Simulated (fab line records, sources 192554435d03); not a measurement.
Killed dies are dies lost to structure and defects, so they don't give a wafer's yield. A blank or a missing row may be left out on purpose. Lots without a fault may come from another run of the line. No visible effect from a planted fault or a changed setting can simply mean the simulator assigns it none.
Matching of chambers | flow n5Finfet | N5_BEOL_M7_ILD_DEP_00 on pecvd-01 has 3 sister chambers
The step deposits SiCOH lowk from DEMS/porogen, target thk 179.75 nm, time 33.4 s. 3 wafers are shown with their chamber, then 10 later ones without.

## EACH WAFER AND ITS CHAMBER
wafer  | chamber | throttleValvePct (%)
L088.2 | 1       | 14.6
L085.4 | 2       | 12.9
L085.5 | 0       | 13.4

## WAFERS WITHOUT THEIR CHAMBER
wafer  | throttleValvePct (%)
L085.6 | 14.4
L089.1 | 13.3
L089.3 | 13.2
L089.4 | 13.1
L093.1 | 13.3
L093.4 | 14.2
L093.6 | 13.5
L094.1 | 13.2
L094.2 | 14.2
L094.3 | 13.3

## WHICH CHAMBER EACH ONE RAN IN
wafer  | from the rows above     | in truth
L085.6 | 1                       | 1
L089.1 | can't be placed: 0 or 2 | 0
L089.3 | can't be placed: 0 or 2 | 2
L089.4 | can't be placed: 2 or 0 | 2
L093.1 | can't be placed: 0 or 2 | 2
L093.4 | can't be placed: 1 or 0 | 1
L093.6 | 0                       | 0
L094.1 | can't be placed: 0 or 2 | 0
L094.2 | can't be placed: 1 or 0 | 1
L094.3 | can't be placed: 0 or 2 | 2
Correctly placed: 2 of 10. From these rows, 8 cannot be placed; in 8 the true chamber is one of the candidates. Wrongly placed: 0.
How it was worked out, from the rows above alone: a wafer's distance from a chamber is the root of the sum, over the readings, of the square of ((its reading less the chamber's mean) divided by the reading's scatter). The wafer belongs to the nearest chamber; if the next one is less than 2 further off, it can't be placed. The mean given for a chamber averages the wafers shown for that chamber. The scatter: root of mean squared gap, hidden wafer to nearest shown wafer, with one shown wafer a chamber.
